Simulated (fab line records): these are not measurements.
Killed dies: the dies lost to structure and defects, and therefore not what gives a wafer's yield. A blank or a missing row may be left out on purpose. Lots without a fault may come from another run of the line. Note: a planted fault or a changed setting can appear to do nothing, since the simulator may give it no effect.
fab line records + flow nandHarc
record
- lots=12
- wafers=35
- lastDay=32
route steps=1302 shown A_CHANNEL_HOLE_D1@483 A_CHANNEL_FILL_D1@494
lots that met no fault: taken from a fault-free run of the same line
startH: hours from the record's first day to the start of the lot's first wafer shown + waitH: hours elapsed since this lot's preceding step + " as in the row above + L1.1+2: one row covering several wafers at once + - no value present, or no start provided + * or withheld: withheld + < > ~ a bound
route shown NAME@n: a module of which the file shows steps, and the number in the route of the first + usual: the fault-free wafers' mean and standard deviation + same: alike in all rows + chamber/n: place in a boat + sites: readings site by site + _std_site: the values' standard deviation + _edge_site: mean of outer sites minus mean of inner sites + radiusMm: for every site, how far away it sits from the centre of the wafer + mask NAME#n: copy n + behind: the tool/chamber that last shaped the wafer + hold: cause of the lot's hold/its duration in hours/its outcome + device: names the non-switching transistor (n, p or np) + end of line: tests of these same wafers at the route's end + for a step that has no rows: nothing shown but its recipe + killed: dies lost to structure and defects at the first sort, not the wafer's yield + map: the dies of a wafer, with x for killed, . for not killed, _ for no die there
set.NAME: the setting as run; set.NAME@STEP: as run at that earlier step + model.NAME: the simulator's own value behind a step, which no gauge read
steps of the route over a sample of lots; a table a step, a row a wafer
services: the hour from which a tool's chamber was out of use, counted from the record's first day as startH (under 0 if before that day), plus the number of hours and why
## steps
# step NHARC_A_CHANNEL_HOLE_D1_ETCH_44
# recipe
- targetDepthA=1400
- overetchA=140
- timeS=77
- ionEnergyEv=100
- cf4FlowSccm=80
- o2FlowSccm=20
- arFlowSccm=0
- rfW=300
- biasW=100
- chemistry=CF4/O2
# usual
- drypumpMotorCurrentA=6.0/0.4
- oes_ar_750_au=1.000/0.0045
- oesProductAu=0.999/0.0084
- rfVppV=197.9/1.4
- showerheadPlenumPTorr=1.34/0.056
- throttleValvePct=13.397/0.0088
| lot.wafer | tool       | chamber | startH | waitH | drypumpMotorCurrentA | oes_ar_750_au | oesProductAu | rfHoursCounterH | rfVppV | showerheadPlenumPTorr | throttleValvePct |
|-----------|------------|---------|--------|-------|----------------------|---------------|--------------|-----------------|--------|-----------------------|------------------|
| L248.2    | rieDiel-09 | 1       | 185.89 | 0.1   | 5.9                  | 1.002         | 0.985        | 10              | 199.1  | 1.40                  | 13.395           |
| L248.6    | "          | 2       | "      | "     | 6.1                  | 0.991         | 0.993        | -               | 197.5  | 1.37                  | 13.398           |
| L248.5    | "          | 3       | "      | "     | 6.4                  | 0.997         | 0.995        | -               | 200.7  | 1.44                  | 13.402           |
| L249.4    | rieDiel-07 | 2       | 197.54 | 0.1   | 6.0                  | 1.002         | 0.976        | 7               | 197.4  | 1.34                  | 13.377           |
| L249.1    | "          | 1       | "      | "     | 6.2                  | 1.005         | 0.991        | 8               | 196.3  | 1.25                  | 13.391           |
| L249.5    | "          | 2       | "      | "     | 5.9                  | 0.999         | 0.989        | -               | 198.2  | 1.34                  | 13.389           |
| L253.1    | rieDiel-07 | 3       | 236.58 | 0.1   | 6.6                  | 1.005         | 1.000        | 12              | 197.2  | 1.34                  | 13.388           |
| L253.3    | "          | 0       | "      | "     | 5.7                  | 0.996         | 0.989        | 8               | 196.7  | 1.31                  | 13.400           |
| L253.5    | "          | 3       | "      | "     | 6.6                  | 1.001         | 1.014        | -               | 197.5  | 1.34                  | 13.402           |
| L255.2    | rieDiel-07 | 2       | 252.57 | 0.1   | 6.0                  | 0.993         | 0.992        | 11              | 199.2  | 1.34                  | 13.400           |
| L255.3    | "          | 0       | "      | "     | 5.7                  | 1.000         | 0.999        | 9               | 197.5  | 1.31                  | 13.388           |
| L255.5    | "          | 2       | "      | "     | 6.0                  | 0.997         | 1.005        | -               | 197.8  | 1.34                  | 13.386           |
| L256.2    | rieDiel-09 | 1       | 267.35 | 0.1   | 5.9                  | 1.001         | 0.989        | 32              | 197.6  | 1.39                  | 13.404           |
| L256.6    | "          | 2       | "      | "     | 6.2                  | 1.000         | 1.001        | -               | 196.9  | 1.37                  | 13.406           |
| L256.5    | "          | 3       | "      | "     | 6.4                  | 0.998         | 1.001        | -               | 200.4  | 1.44                  | 13.409           |
| L257.3    | rieDiel-07 | 1       | 269.74 | 0.1   | 6.2                  | 1.012         | 0.994        | 14              | 195.6  | 1.25                  | 13.398           |
| L257.2    | "          | 2       | "      | "     | 6.0                  | 0.995         | 0.989        | 13              | 198.9  | 1.34                  | 13.407           |
| L257.5    | "          | 0       | "      | "     | 5.7                  | 1.006         | 0.987        | -               | 199.0  | 1.31                  | 13.377           |
| L259.3    | rieDiel-09 | 2       | 298.64 | 0.1   | 6.2                  | 1.003         | 1.000        | 39              | 199.0  | 1.36                  | 13.388           |
| L259.2    | "          | 3       | "      | "     | 6.4                  | 1.010         | 1.001        | 38              | 199.2  | 1.44                  | 13.399           |
| L259.5    | "          | 3       | "      | "     | 6.4                  | 1.006         | 0.996        | -               | 201.1  | 1.44                  | 13.392           |
| L261.2    | rieDiel-07 | 1       | 316.21 | 0.1   | 6.1                  | 1.003         | 1.001        | 1               | 195.7  | 1.24                  | 13.411           |
| L261.3    | "          | 2       | "      | "     | 6.0                  | 1.003         | 0.989        | 1               | 198.0  | 1.34                  | 13.402           |
| L261.1    | "          | 3       | "      | "     | 6.6                  | 0.992         | 1.002        | 1               | 198.3  | 1.34                  | 13.395           |
| L263.4    | rieDiel-07 | 2       | 336.79 | 0.1   | 5.9                  | 1.006         | 0.991        | 2               | 197.9  | 1.34                  | 13.387           |
| L263.2    | "          | 0       | "      | "     | 5.7                  | 0.995         | 1.005        | 2               | 197.5  | 1.31                  | 13.388           |
| L263.5    | "          | 1       | "      | "     | 6.2                  | 1.004         | 1.013        | -               | 197.2  | 1.24                  | 13.388           |
| L267.1    | rieDiel-07 | 0       | 373.43 | 0.1   | 5.7                  | 1.008         | 1.000        | 5               | 197.4  | 1.31                  | 13.394           |
| L267.3    | "          | 2       | "      | "     | 6.0                  | 0.997         | 0.990        | 5               | 198.2  | 1.34                  | 13.394           |
| L267.4    | "          | 3       | "      | "     | 6.6                  | 1.006         | 1.014        | 5               | 198.9  | 1.33                  | 13.394           |
| L268.2    | rieDiel-07 | 3       | 387.82 | 0.0   | 6.6                  | 1.012         | 1.014        | 6               | 199.0  | 1.33                  | 13.383           |
| L268.4    | "          | 0       | "      | "     | 5.7                  | 0.999         | 0.990        | 5               | 197.2  | 1.31                  | 13.399           |
| L268.6    | "          | 0       | "      | "     | 5.7                  | 0.991         | 0.997        | -               | 196.5  | 1.31                  | 13.388           |
| L269.4    | rieDiel-07 | 1       | 391.96 | 0.1   | 6.2                  | 1.003         | 1.004        | 5               | 194.9  | 1.24                  | 13.397           |
| L269.5    | "          | 2       | "      | "     | 6.0                  | 1.004         | 0.994        | -               | 196.7  | 1.34                  | 13.400           |
# step NHARC_A_CHANNEL_FILL_D1_ALD_14
# recipe
- targetThkA=25
- pulseTimeS=10
- aldCycles=25
- tempC=300
- material=SiO2
# usual
- aldCycles=25/0
- heaterPowerOuterW=263/32
- heaterPowerW=477/52
- precursorPulseHeightRel=1.000/0.019
| lot.wafer | tool     | chamber | startH | waitH | aldCycles | heaterPowerOuterW | heaterPowerW | precursorPulseHeightRel |
|-----------|----------|---------|--------|-------|-----------|-------------------|--------------|-------------------------|
| L248.2    | aldHk-04 | 0       | 194.12 | 0.1   | 25        | 287               | 544          | 1.012                   |
| L248.5    | "        | 3       | "      | "     | 25        | 234               | 447          | 0.973                   |
| L248.6    | "        | 0       | "      | "     | 25        | 287               | 532          | 0.958                   |
| L249.1    | aldHk-01 | 3       | 205.72 | 0.1   | 25        | 227               | 443          | 1.005                   |
| L249.4    | "        | 0       | "      | "     | 25        | 311               | 548          | 0.997                   |
| L249.5    | "        | 2       | "      | "     | 25        | 283               | 543          | 0.992                   |
| L253.3    | aldHk-04 | 0       | 244.05 | 0.1   | 25        | 290               | 562          | 1.008                   |
| L253.1    | "        | 1       | "      | "     | 25        | 278               | 459          | 0.988                   |
| L253.5    | "        | 3       | "      | "     | 25        | 230               | 448          | 1.001                   |
| L255.3    | aldHk-03 | 0       | 261.28 | 0.1   | 25        | 270               | 473          | 0.980                   |
| L255.2    | "        | 1       | "      | "     | 25        | 278               | 524          | 0.971                   |
| L255.5    | "        | 2       | "      | "     | 25        | 225               | 392          | 1.015                   |
| L256.2    | aldHk-03 | 0       | 275.85 | 0.1   | 25        | 269               | 469          | 0.998                   |
| L256.5    | "        | 3       | "      | "     | 25        | 292               | 496          | 0.976                   |
| L256.6    | "        | 0       | "      | "     | 25        | 276               | 469          | 0.976                   |
| L257.3    | aldHk-03 | 0       | 276.08 | 0.3   | 25        | 263               | 473          | 0.971                   |
| L257.2    | "        | 2       | "      | "     | 25        | 224               | 404          | 1.014                   |
| L257.5    | "        | 0       | "      | "     | 25        | 268               | 478          | 1.021                   |
| L259.3    | aldHk-01 | 3       | 307.69 | 0.0   | 25        | 239               | 455          | 1.005                   |
| L259.2    | "        | 0       | "      | "     | 25        | 344               | 592          | 0.983                   |
| L259.5    | "        | 0       | "      | "     | 25        | 337               | 584          | 1.009                   |
| L261.3    | aldHk-03 | 1       | 324.43 | 0.1   | 25        | 279               | 528          | 0.995                   |
| L261.1    | "        | 2       | "      | "     | 25        | 228               | 406          | 0.957                   |
| L261.2    | "        | 3       | "      | "     | 25        | 290               | 506          | 0.989                   |
| L263.2    | aldHk-04 | 1       | 345.01 | 0.0   | 25        | 289               | 490          | 0.996                   |
| L263.4    | "        | 3       | "      | "     | 25        | 226               | 462          | 1.011                   |
| L263.5    | "        | 1       | "      | "     | 25        | 292               | 484          | 1.016                   |
| L267.4    | aldHk-04 | 2       | 381.62 | 0.0   | 25        | 215               | 403          | 1.019                   |
| L267.1    | "        | 3       | "      | "     | 25        | 226               | 444          | 1.002                   |
| L267.3    | "        | 0       | "      | "     | 25        | 277               | 535          | 0.984                   |
| L268.2    | aldHk-04 | 3       | 396.66 | 0.1   | 25        | 237               | 470          | 1.024                   |
| L268.4    | "        | 0       | "      | "     | 25        | 278               | 542          | 1.023                   |
| L268.6    | "        | 1       | "      | "     | 28        | 288               | 471          | 1.016                   |
| L269.4    | aldHk-04 | 3       | 400.75 | 0.2   | 25        | 231               | 457          | 1.028                   |
| L269.5    | "        | 1       | "      | "     | 28        | 291               | 488          | 1.011                   |
# step NHARC_A_CHANNEL_FILL_D1_ETCHBACK_20
# recipe
- targetDepthA=270
- timeS=13.5
- c4f8FlowSccm=withheld
- o2FlowSccm=8
- arFlowSccm=withheld
- rfW=600
- biasW=1500
- chemistry=C4F8/O2/Ar
# usual
- oesProductAu=0.96/0.036
- rfVppV=980/6.2
| lot.wafer | tool       | chamber | startH | waitH | oesProductAu | rfHoursCounterH | rfVppV |
|-----------|------------|---------|--------|-------|--------------|-----------------|--------|
| L248.2    | rieDiel-12 | 2       | 211.21 | -     | 0.92         | 4.9             | 987    |
| L248.5    | "          | 3       | "      | "     | 0.93         | -               | 988    |
| L248.6    | "          | 0       | "      | "     | 0.93         | -               | 970    |
| L249.1    | rieDiel-10 | 0       | 222.99 | -     | 0.90         | 6.2             | 982    |
| L249.4    | "          | 2       | "      | "     | 0.92         | 4.0             | 980    |
| L249.5    | "          | 0       | "      | "     | 0.91         | -               | 982    |
| L253.1    | rieDiel-02 | 1       | 261.33 | -     | 0.99         | 2.2             | 977    |
| L253.3    | "          | 3       | "      | "     | 0.99         | 2.5             | 974    |
| L253.5    | "          | 2       | "      | "     | 0.99         | -               | 981    |
| L255.2    | rieDiel-12 | 1       | 278.65 | -     | 1.02         | 0               | 985    |
| L255.3    | "          | 2       | "      | "     | 0.99         | 0               | 986    |
| L255.5    | "          | 3       | "      | "     | 0.99         | -               | 987    |
| L256.2    | rieDiel-10 | 0       | 293.08 | -     | 0.99         | 2.5             | 985    |
| L256.6    | "          | 0       | "      | "     | 1.00         | -               | 983    |
| L256.5    | "          | 1       | "      | "     | 1.00         | -               | 971    |
| L257.2    | rieDiel-12 | 3       | 293.08 | -     | 1.00         | 1.0             | 989    |
| L257.3    | "          | 0       | "      | "     | 1.01         | 1.2             | 970    |
| L257.5    | "          | 3       | "      | "     | 1.00         | -               | 989    |
| L259.2    | rieDiel-12 | 0       | 326.81 | -     | 0.92         | 2.4             | 969    |
| L259.3    | "          | 1       | "      | "     | 0.93         | 2.2             | 986    |
| L259.5    | "          | 2       | "      | "     | 0.94         | -               | 986    |
| L261.1    | rieDiel-10 | 2       | 342.98 | -     | 0.99         | 4.6             | 981    |
| L261.3    | "          | 3       | "      | "     | 0.98         | 4.9             | 986    |
| L261.2    | "          | 1       | "      | "     | 0.99         | 5.3             | 972    |
| L263.4    | rieDiel-02 | 1       | 362.83 | -     | 0.97         | 9.6             | 977    |
| L263.2    | "          | 2       | "      | "     | 0.98         | 8.2             | 981    |
| L263.5    | "          | 1       | "      | "     | 0.96         | -               | 975    |
| L267.4    | rieDiel-10 | 0       | 402.16 | -     | 0.93         | 7.5             | 982    |
| L267.3    | "          | 1       | "      | "     | 0.93         | 7.5             | 971    |
| L267.1    | "          | 3       | "      | "     | 0.91         | 7.0             | 986    |
| L268.2    | rieDiel-10 | 2       | 415.54 | -     | 0.92         | 7.3             | 982    |
| L268.4    | "          | 0       | "      | "     | 0.93         | 7.7             | 983    |
| L268.6    | "          | 3       | "      | "     | 0.91         | -               | 985    |
| L269.4    | rieDiel-12 | 1       | 415.58 | -     | 0.92         | -               | 985    |
| L269.5    | "          | 2       | "      | "     | 0.93         | -               | 987    |
# step NHARC_A_CHANNEL_FILL_D1_STRIP_28
# recipe
- timeS=20
- o2FlowSccm=500
- arFlowSccm=0
- biasW=0
- chemistry=O2
# usual
- drypumpMotorCurrentA=6.1/0.46
- oesProductAu=0.997/0.0089
- rfVppV=57.9/1
- showerheadPlenumPTorr=3.57/0.16
- throttleValvePct=17.037/0.0095
| lot.wafer | tool       | chamber | startH | waitH | drypumpMotorCurrentA | oesProductAu | rfHoursCounterH | rfVppV | showerheadPlenumPTorr | throttleValvePct |
|-----------|------------|---------|--------|-------|----------------------|--------------|-----------------|--------|-----------------------|------------------|
| L248.2    | rieDiel-12 | 3       | 211.28 | 0.1   | 6.4                  | 1.021        | 5.6             | 58.8   | 3.79                  | 17.030           |
| L248.6    | "          | 0       | "      | "     | 6.5                  | 1.010        | -               | 58.5   | 3.31                  | 17.048           |
| L248.5    | "          | 1       | "      | "     | 6.6                  | 1.008        | -               | 58.7   | 3.68                  | 17.031           |
| L249.1    | rieDiel-10 | 1       | 223.08 | 0.1   | 5.9                  | 0.997        | 5.7             | 57.5   | 3.37                  | 17.038           |
| L249.4    | "          | 0       | "      | "     | 6.4                  | 0.994        | 6.2             | 58.0   | 3.67                  | 17.031           |
| L249.5    | "          | 2       | "      | "     | 5.8                  | 1.016        | -               | 57.5   | 3.60                  | 17.039           |
| L253.3    | rieDiel-02 | 3       | 261.43 | 0.1   | 6.1                  | 1.007        | 2.5             | 57.8   | 3.39                  | 17.031           |
| L253.1    | "          | 0       | "      | "     | 6.6                  | 0.991        | 2.7             | 58.8   | 3.50                  | 17.041           |
| L253.5    | "          | 1       | "      | "     | 5.8                  | 0.987        | -               | 57.2   | 3.48                  | 17.039           |
| L255.2    | rieDiel-12 | 1       | 278.73 | 0.1   | 6.6                  | 0.997        | 0               | 57.9   | 3.68                  | 17.031           |
| L255.3    | "          | 2       | "      | "     | 5.2                  | 0.997        | 0               | 59.0   | 3.75                  | 17.030           |
| L255.5    | "          | 1       | "      | "     | 6.6                  | 1.010        | -               | 58.0   | 3.68                  | 17.024           |
| L257.3    | rieDiel-12 | 3       | 293.17 | 0.1   | 6.4                  | 1.006        | 1.0             | 58.0   | 3.79                  | 17.027           |
| L257.2    | "          | 1       | "      | "     | 6.6                  | 0.992        | 1.1             | 58.2   | 3.68                  | 17.019           |
| L257.5    | "          | 3       | "      | "     | 6.4                  | 1.001        | -               | 57.6   | 3.79                  | 17.040           |
| L256.2    | rieDiel-10 | 0       | 293.18 | 0.1   | 6.4                  | 0.997        | 2.5             | 58.1   | 3.66                  | 17.051           |
| L256.5    | "          | 1       | "      | "     | 5.8                  | 0.994        | -               | 56.2   | 3.37                  | 17.052           |
| L256.6    | "          | 2       | "      | "     | 5.8                  | 1.003        | -               | 57.2   | 3.60                  | 17.035           |
| L259.3    | rieDiel-12 | 1       | 326.88 | 0.1   | 6.6                  | 1.005        | 2.2             | 58.6   | 3.68                  | 17.027           |
| L259.2    | "          | 3       | "      | "     | 6.4                  | 1.004        | 2.4             | 59.6   | 3.79                  | 17.049           |
| L259.5    | "          | 1       | "      | "     | 6.6                  | 1.006        | -               | 59.1   | 3.68                  | 17.038           |
| L261.3    | rieDiel-10 | 1       | 343.08 | 0.1   | 5.8                  | 1.011        | 5.3             | 56.5   | 3.37                  | 17.024           |
| L261.1    | "          | 3       | "      | "     | 5.5                  | 0.999        | 4.9             | 58.7   | 3.73                  | 17.024           |
| L261.2    | "          | 0       | "      | "     | 6.4                  | 0.992        | 5.7             | 59.1   | 3.66                  | 17.042           |
| L263.4    | rieDiel-02 | 1       | 362.93 | 0.1   | 5.7                  | 0.982        | 9.6             | 57.5   | 3.47                  | 17.031           |
| L263.2    | "          | 3       | "      | "     | 6.1                  | 1.000        | 8.4             | 58.5   | 3.39                  | 17.029           |
| L263.5    | "          | 0       | "      | "     | 6.6                  | 1.007        | -               | 58.6   | 3.50                  | 17.039           |
| L267.3    | rieDiel-10 | 3       | 402.25 | 0.1   | 5.5                  | 0.987        | 7.0             | 57.3   | 3.73                  | 17.038           |
| L267.4    | "          | 0       | "      | "     | 6.4                  | 0.999        | 7.5             | 56.9   | 3.66                  | 17.032           |
| L267.1    | "          | 2       | "      | "     | 5.8                  | 0.994        | 7.1             | 58.1   | 3.60                  | 17.038           |
| L268.4    | rieDiel-10 | 0       | 415.63 | 0.1   | 6.4                  | 1.002        | 7.7             | 57.5   | 3.66                  | 17.054           |
| L268.2    | "          | 3       | "      | "     | 5.5                  | 0.976        | 7.2             | 58.7   | 3.73                  | 17.040           |
| L268.6    | "          | 1       | "      | "     | 5.9                  | 1.007        | -               | 56.0   | 3.36                  | 17.049           |
| L269.5    | rieDiel-12 | 2       | 415.66 | 0.0   | 5.2                  | 0.998        | -               | 58.8   | 3.75                  | 17.034           |
| L269.4    | "          | 0       | "      | "     | 6.5                  | 0.983        | -               | 56.0   | 3.30                  | 17.048           |
## services
| tool       | chamber | startH | hours | kind   |
|------------|---------|--------|-------|--------|
| rieDiel-10 | 3       | 165.15 | 3.4   | repair |
| rieDiel-10 | 2       | 168.18 | 3.9   | repair |
| rieDiel-09 | 2       | 203.91 | 8.3   | repair |
| rieDiel-09 | 0       | 206.86 | 1.8   | repair |
| aldHk-03   | -       | 214.13 | 10.0  | pm     |
| rieDiel-02 | -       | 216.70 | 9.0   | pm     |
| rieDiel-10 | -       | 242.59 | 9.0   | pm     |
| rieDiel-07 | 3       | 242.98 | 24.6  | repair |
| rieDiel-12 | 0       | 247.12 | 9.7   | repair |
| rieDiel-12 | -       | 268.44 | 9.0   | pm     |
| rieDiel-07 | -       | 294.25 | 9.0   | pm     |
| rieDiel-02 | 2       | 302.64 | 4.4   | repair |
| rieDiel-09 | 3       | 313.47 | 10.3  | repair |
| rieDiel-12 | 2       | 314.26 | 8.5   | repair |
| rieDiel-09 | -       | 320.46 | 9.0   | pm     |
| rieDiel-07 | -       | 339.53 | 2.2   | repair |
| rieDiel-02 | 1       | 347.16 | 10.0  | repair |
| rieDiel-02 | 0       | 350.92 | 1.4   | repair |
| aldHk-03   | -       | 392.13 | 10.0  | pm     |
| rieDiel-02 | -       | 393.70 | 9.0   | pm     |
| rieDiel-12 | 0       | 394.48 | 13.1  | repair |
| rieDiel-07 | 3       | 407.81 | 12.7  | repair |
| rieDiel-10 | 1       | 408.25 | 4.6   | repair |
| rieDiel-12 | 3       | 412.11 | 4.9   | repair |
## key
firstSign
- step=NHARC_A_CHANNEL_FILL_D1_ALD_14
- reading=aldCycles
- direction=up
- sigmas=99+
- usual=25
- struck=28
effect none on later readings
metAt NHARC_A_CHANNEL_FILL_D1_ALD_14
struckLots L268,L269
struckWafers L268.6,L269.5
testerLeftOut L268,L269
notActingAt NHARC_A_CHANNEL_HOLE_D1_ETCH_44,NHARC_A_CHANNEL_FILL_D1_ETCHBACK_20,NHARC_A_CHANNEL_FILL_D1_STRIP_28
onsetBetween 381.62 396.66
fault
- kind=processParameterDrift
- tool=aldHk-04
- chamber=-
- onsetH=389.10
- steps=NHARC_A_CHANNEL_FILL_D1_ALD_14
- channel=aldCycles
- offset=3
- shape=step
- endH=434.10
- scope=struckWafersOnly
- actsIn=theseRecipesOnly
- stated=25
# testerLeftOut: of these lots the tester's yield and bins aren't shown, on N5 and GAA mostly nor the transistor test; their killed dies are dies lost to structure and defects alone, not to doping, threshold or leakage, so they don't give the yield
